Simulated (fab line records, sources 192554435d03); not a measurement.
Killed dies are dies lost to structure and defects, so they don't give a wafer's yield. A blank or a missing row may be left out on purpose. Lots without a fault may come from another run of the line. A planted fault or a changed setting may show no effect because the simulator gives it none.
Chamber matching | flow n5_finfet | N5_MIM_TOP_ETCH_STRIP_01 on rie_diel-01: 4 sister chambers
The step strips in O2. 20 wafers are shown with their chamber, then 10 later ones without.

WAFERS WITH THEIR CHAMBER
wafer  | chamber | drypump_motor_current_A (A) | showerhead_plenum_p_Torr (Torr) | oes_product_au (a.u.)
L076.2 | 0       | 6.1                         | 2.17                            | 0.69
L076.3 | 1       | 5.8                         | 2.22                            | 0.81
L076.5 | 2       | 4.8                         | 2.21                            | 0.89
L080.3 | 2       | 4.8                         | 2.21                            | 0.88
L080.4 | 0       | 6.2                         | 2.17                            | 0.69
L080.5 | 3       | 5.2                         | 2.08                            | 0.77
L079.1 | 3       | 5.2                         | 2.08                            | 0.73
L079.3 | 1       | 5.8                         | 2.22                            | 0.82
L079.4 | 0       | 6.2                         | 2.16                            | 0.67
L083.2 | 2       | 4.8                         | 2.21                            | 0.86
L083.4 | 0       | 6.1                         | 2.16                            | 0.70
L083.5 | 3       | 5.2                         | 2.08                            | 0.73
L085.2 | 3       | 5.2                         | 2.07                            | 0.75
L085.3 | 1       | 5.8                         | 2.22                            | 0.80
L085.4 | 2       | 4.8                         | 2.21                            | 0.86
L086.1 | 2       | 4.8                         | 2.21                            | 0.86
L086.3 | 3       | 5.2                         | 2.07                            | 0.73
L086.4 | 0       | 6.2                         | 2.16                            | 0.66
L088.3 | 2       | 4.8                         | 2.21                            | 0.87
L088.5 | 3       | 5.2                         | 2.07                            | 0.73

SIGNATURES (means of the wafers above)
reading                  | chamber 0 | chamber 1 | chamber 2 | chamber 3 | scatter within a chamber
drypump_motor_current_A  | 6.160     | 5.800     | 4.800     | 5.200     | 0.0274
showerhead_plenum_p_Torr | 2.1640    | 2.2200    | 2.2100    | 2.0750    | 0.00411
oes_product_au           | 0.6820    | 0.8100    | 0.8700    | 0.7400    | 0.0147
Rule: a wafer's distance from a chamber is the root of the sum, over the readings, of the square of ((its reading less the chamber's mean) divided by the reading's scatter). The wafer belongs to the nearest chamber; if the next one is less than 2 further off, it can't be placed. The scatter: the root of (the sum of the squares of (reading less its chamber's mean) over the shown wafers, divided by (wafers less chambers)).

WAFERS WITHOUT THEIR CHAMBER
wafer  | drypump_motor_current_A (A) | showerhead_plenum_p_Torr (Torr) | oes_product_au (a.u.)
L088.6 | 6.1                         | 2.16                            | 0.68
L094.1 | 5.8                         | 2.21                            | 0.81
L094.4 | 4.8                         | 2.20                            | 0.84
L094.6 | 6.2                         | 2.16                            | 0.68
L092.4 | 5.2                         | 2.07                            | 0.73
L092.5 | 5.8                         | 2.21                            | 0.78
L092.6 | 4.8                         | 2.20                            | 0.82
L097.3 | 5.2                         | 2.07                            | 0.73
L097.4 | 5.8                         | 2.21                            | 0.80
L097.6 | 5.8                         | 2.21                            | 0.79

WHICH CHAMBER EACH WENT THROUGH
wafer  | from the rows above | in truth
L088.6 | 0                   | 0
L094.1 | 1                   | 1
L094.4 | 2                   | 2
L094.6 | 0                   | 0
L092.4 | 3                   | 3
L092.5 | 1                   | 1
L092.6 | 2                   | 2
L097.3 | 3                   | 3
L097.4 | 1                   | 1
L097.6 | 1                   | 1
Placed correctly: 10 of 10. Can't be placed from these rows: 0. Placed wrongly: 0.
